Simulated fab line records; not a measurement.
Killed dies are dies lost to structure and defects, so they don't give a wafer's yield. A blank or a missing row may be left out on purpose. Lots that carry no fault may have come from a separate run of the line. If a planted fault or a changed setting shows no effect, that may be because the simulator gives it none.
Split-lot study    flow n5Finfet    on a route of 1938 steps: 7 lots, 39 wafers read

## SPLIT DETAILS
At N5_DUMMY_GATE_ETCH_31 (etches SiO2 in C4F6/O2, target depth 82.5 nm, time 27.5 s), the setting targetDepthA was moved away from the recipe's 825 angstrom on 15 of the 39 wafers read, by -12.7% to +7.9%. This setting was run at the recipe's value on the other wafers.

The split's own step is where the reading is taken.

## THE READING
SOC_of_DUMMY_GATE_COAT_34.thkNm (the simulator's own value, which no gauge read), in nm, at N5_DUMMY_GATE_ETCH_31 (etches SiO2 in C4F6/O2, target depth 82.5 nm, time 27.5 s). The file gives no usual value for it. Here, 24 wafers ran the recipe; their average is 51.9 nm with a standard deviation of 0.26 nm.

wafer   tool, chamber at the split  targetDepthA as run, angstrom  against the recipe  SOC_of_DUMMY_GATE_COAT_34.thkNm, nm  against lot-mates on the recipe
L076.1  rieDiel-02, 2               825                            recipe              52.2                                 -
L076.2  rieDiel-02, 1               825                            recipe              52                                   -
L076.3  rieDiel-02, 3               889.8                          +7.9%               52                                   -0.2
L076.4  rieDiel-02, 0               889.8                          +7.9%               51.4                                 -0.8
L076.5  rieDiel-02, 2               889.8                          +7.9%               51.4                                 -0.8
L076.6  rieDiel-02, 3               825                            recipe              52.4                                 -
L079.1  rieDiel-03, 3               873.9                          +5.9%               51.4                                 -0.3
L079.2  rieDiel-03, 2               825                            recipe              51.6                                 -
L079.3  rieDiel-03, 0               873.9                          +5.9%               51.2                                 -0.5
L079.4  rieDiel-03, 0               873.9                          +5.9%               51.2                                 -0.5
L079.5  rieDiel-03, 2               825                            recipe              51.6                                 -
L079.6  rieDiel-03, 3               825                            recipe              51.8                                 -
L085.1  rieDiel-06, 3               825                            recipe              51.8                                 -
L085.5  rieDiel-06, 2               825                            recipe              52.2                                 -
L085.6  rieDiel-06, 3               825                            recipe              51.8                                 -
L093.1  rieDiel-03, 2               785.4                          -4.8%               52.2                                 +0.3
L093.2  rieDiel-03, 1               825                            recipe              52                                   -
L093.3  rieDiel-03, 0               825                            recipe              52                                   -
L093.4  rieDiel-03, 0               785.4                          -4.8%               52.4                                 +0.5
L093.5  rieDiel-03, 2               825                            recipe              51.8                                 -
L093.6  rieDiel-03, 1               785.4                          -4.8%               52.6                                 +0.7
L094.1  rieDiel-02, 0               825                            recipe              52                                   -
L094.2  rieDiel-02, 2               825                            recipe              52.2                                 -
L094.3  rieDiel-02, 1               720.2                          -12.7%              53.2                                 +1.1
L094.4  rieDiel-02, 2               720.2                          -12.7%              53                                   +0.9
L094.5  rieDiel-02, 0               825                            recipe              52                                   -
L094.6  rieDiel-02, 1               720.2                          -12.7%              53                                   +0.9
L095.1  rieDiel-06, 1               825                            recipe              51.4                                 -
L095.2  rieDiel-06, 2               825                            recipe              52                                   -
L095.3  rieDiel-06, 0               825                            recipe              52                                   -
L095.4  rieDiel-06, 3               825                            recipe              51.6                                 -
L095.5  rieDiel-06, 3               825                            recipe              51.4                                 -
L095.6  rieDiel-06, 0               825                            recipe              51.8                                 -
L096.1  rieDiel-03, 1               737.9                          -10.6%              53                                   +0.9
L096.2  rieDiel-03, 2               825                            recipe              52                                   -
L096.3  rieDiel-03, 3               737.9                          -10.6%              52.8                                 +0.7
L096.4  rieDiel-03, 3               825                            recipe              52.2                                 -
L096.5  rieDiel-03, 2               737.9                          -10.6%              53                                   +0.9
L096.6  rieDiel-03, 1               825                            recipe              52.2                                 -

THE FIT
A straight line over all 39 wafers: SOC_of_DUMMY_GATE_COAT_34.thkNm changes by -0.0853 nm for each +1% of targetDepthA; r = -0.88; the points scatter about the line by 0.26 nm.
The same after taking each lot's own level away (the mean of its wafers on the recipe; 39 wafers): -0.0771 nm for each +1%; r = -0.93; scatter 0.17 nm.
According to that fit, moving targetDepthA by its largest amount changes the reading by 0.98 nm.
From 51.67 to 52.20 nm: that is the span of the lots' own levels, equal to 2.1 times the standard deviation above.
Thus the slope moves with the lot-to-lot level: the two fits are different.
Check: for one of the wafers moved furthest among these (-12.7%), held out of the fit, the line's prediction against its lot-mates is +0.969 nm. It came out at +1.13 nm against them.

## THE OTHER SPLITS THESE WAFERS WENT THROUGH
These wafers also went through other splits before the reading. Each is held against what the fit with the lots' levels taken away leaves over:
other split on the same wafers  wafers away from the commonest value  r with SOC_of_DUMMY_GATE_COAT_34.thkNm (lot level and that fit taken away)
N5_DUMMY_GATE_EXPOSE_12 doseMj  12                                    -0.11

## THE WHOLE CHAIN: every reading that the file lists as answering this split, in the file's order
step                   what it does                                               reading                                                                           change (the file's fit)                 r (the file's)
N5_DUMMY_GATE_ETCH_31  etches SiO2 in C4F6/O2, target depth 82.5 nm, time 27.5 s  etch.depthNm (the simulator's own value, which no gauge read)                     +0.796 nm for each +1% of the setting   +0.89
N5_DUMMY_GATE_ETCH_31  etches SiO2 in C4F6/O2, target depth 82.5 nm, time 27.5 s  SOC_of_DUMMY_GATE_COAT_34.thkNm (the simulator's own value, which no gauge read)  -0.0776 nm for each +1% of the setting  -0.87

## THE FILE'S OWN FIT
SOC_of_DUMMY_GATE_COAT_34.thkNm changes by -0.0776 nm for each +1% of targetDepthA, r = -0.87.
